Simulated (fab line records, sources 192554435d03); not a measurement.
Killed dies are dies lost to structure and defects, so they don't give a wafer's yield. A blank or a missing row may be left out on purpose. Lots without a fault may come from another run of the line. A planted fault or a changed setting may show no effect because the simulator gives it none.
Split-lot experiment | flow n5_finfet | 7 lots, 21 wafers read, on a route of 1938 steps

THE SPLIT
At N5_BEOL_M5_COAT_05 (resist thk 30 nm), the setting spin_rpm was moved away from the recipe's 1500 rpm on 8 of the 21 wafers read, by -3.1% to +8.5%. The other wafers ran this setting at the recipe's value.

FROM THE SPLIT TO THE READING: what the file shows between them, 4 steps
- N5_BEOL_M5_EBR_07
- N5_BEOL_M5_SOFTBAKE_06: time 60 s
- N5_BEOL_M5_EXPOSE_08: exposes mask M5, target cd 28 nm
- N5_BEOL_M5_PEB_09: peb time 60 s

THE READING
CAR-EUV_of_BEOL_M5_COAT_05.thk_nm (the simulator's own value, which no gauge read), in nm, at N5_BEOL_M5_DEVELOP_10 (develop time 30 s). The file gives no usual value for it. The 13 wafers here that ran the recipe average 29.5 nm, standard deviation 0.13 nm.

wafer  | tool, chamber at the split | spin_rpm as run, rpm | against the recipe | CAR-EUV_of_BEOL_M5_COAT_05.thk_nm, nm | against lot-mates on the recipe
L076.1 | litho_track-03, 0          | 1500                 | recipe             | 29.4                                  | -
L076.5 | litho_track-03, 0          | 1500                 | recipe             | 29.4                                  | -
L076.3 | litho_track-03, 0          | 1565                 | +4.3%              | 28.8                                  | -0.6
L088.2 | litho_track-03, 0          | 1500                 | recipe             | 29.4                                  | -
L088.3 | litho_track-03, 0          | 1500                 | recipe             | 29.6                                  | -
L088.4 | litho_track-03, 0          | 1587                 | +5.8%              | 28.6                                  | -0.9
L089.2 | litho_track-02, 0          | 1627                 | +8.5%              | 28.4                                  | -1.2
L089.4 | litho_track-02, 0          | 1627                 | +8.5%              | 28.4                                  | -1.2
L089.3 | litho_track-02, 0          | 1500                 | recipe             | 29.6                                  | -
L091.1 | litho_track-03, 0          | 1500                 | recipe             | 29.6                                  | -
L091.4 | litho_track-03, 0          | 1500                 | recipe             | 29.4                                  | -
L091.6 | litho_track-03, 0          | 1500                 | recipe             | 29.4                                  | -
L092.1 | litho_track-03, 0          | 1500                 | recipe             | 29.4                                  | -
L092.3 | litho_track-03, 0          | 1453                 | -3.1%              | 29.8                                  | +0.4
L092.6 | litho_track-03, 0          | 1453                 | -3.1%              | 29.8                                  | +0.4
L095.1 | litho_track-03, 0          | 1500                 | recipe             | 29.6                                  | -
L095.4 | litho_track-03, 0          | 1500                 | recipe             | 29.6                                  | -
L095.6 | litho_track-03, 0          | 1500                 | recipe             | 29.4                                  | -
L096.1 | litho_track-02, 0          | 1500                 | recipe             | 29.8                                  | -
L096.3 | litho_track-02, 0          | 1543                 | +2.9%              | 29.2                                  | -0.6
L096.4 | litho_track-02, 0          | 1543                 | +2.9%              | 29                                    | -0.8

THE FIT
A straight line over all 21 wafers: CAR-EUV_of_BEOL_M5_COAT_05.thk_nm changes by -0.132 nm for each +1% of spin_rpm; r = -0.96; the points scatter about the line by 0.12 nm.
The same after taking each lot's own level away (the mean of its wafers on the recipe; 21 wafers): -0.146 nm for each +1%; r = -0.97; scatter 0.11 nm.
On that fit, the largest move of spin_rpm shifts the reading by 1.2 nm.
The lots' own levels span 29.40 to 29.80 nm, that is 3.2 times the standard deviation above.
So the lot-to-lot level changes the slope little: the two slopes agree.
Check: with one of the wafers moved furthest among these (+8.5%) left out of the fit, the line predicts -1.3 nm for it against its lot-mates. It came out at -1.2 nm against them.

OTHER SPLITS ON THESE WAFERS
These wafers also went through other splits before the reading. Each is held against what the fit with the lots' levels taken away leaves over:
other split on the same wafers   | wafers away from the commonest value | r with CAR-EUV_of_BEOL_M5_COAT_05.thk_nm (lot level and that fit taken away)
N5_BEOL_M2_TRENCH_ETCH_37 bias_w | 6                                    | +0.21
N5_BEOL_M3_COAT_67 spin_rpm      | 6                                    | +0.12
N5_BEOL_M3_COAT_22 spin_rpm      | 4                                    | -0.33
N5_BEOL_M5_ILD_DEP_00 time_s     | 7                                    | +0.20

THE WHOLE CHAIN: every reading that the file lists as answering this split, in the file's order
step                  | what it does      | reading                                                                            | change (the file's fit)               | r (the file's)
N5_BEOL_M5_COAT_05    | resist thk 30 nm  | CAR-EUV_of_BEOL_M5_COAT_05.thk_nm (the simulator's own value, which no gauge read) | -0.143 nm for each +1% of the setting | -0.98
N5_BEOL_M5_DEVELOP_10 | develop time 30 s | CAR-EUV_of_BEOL_M5_COAT_05.thk_nm (the simulator's own value, which no gauge read) | -0.149 nm for each +1% of the setting | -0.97

THE FILE'S OWN FIT
CAR-EUV_of_BEOL_M5_COAT_05.thk_nm changes by -0.149 nm for each +1% of spin_rpm, r = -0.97.
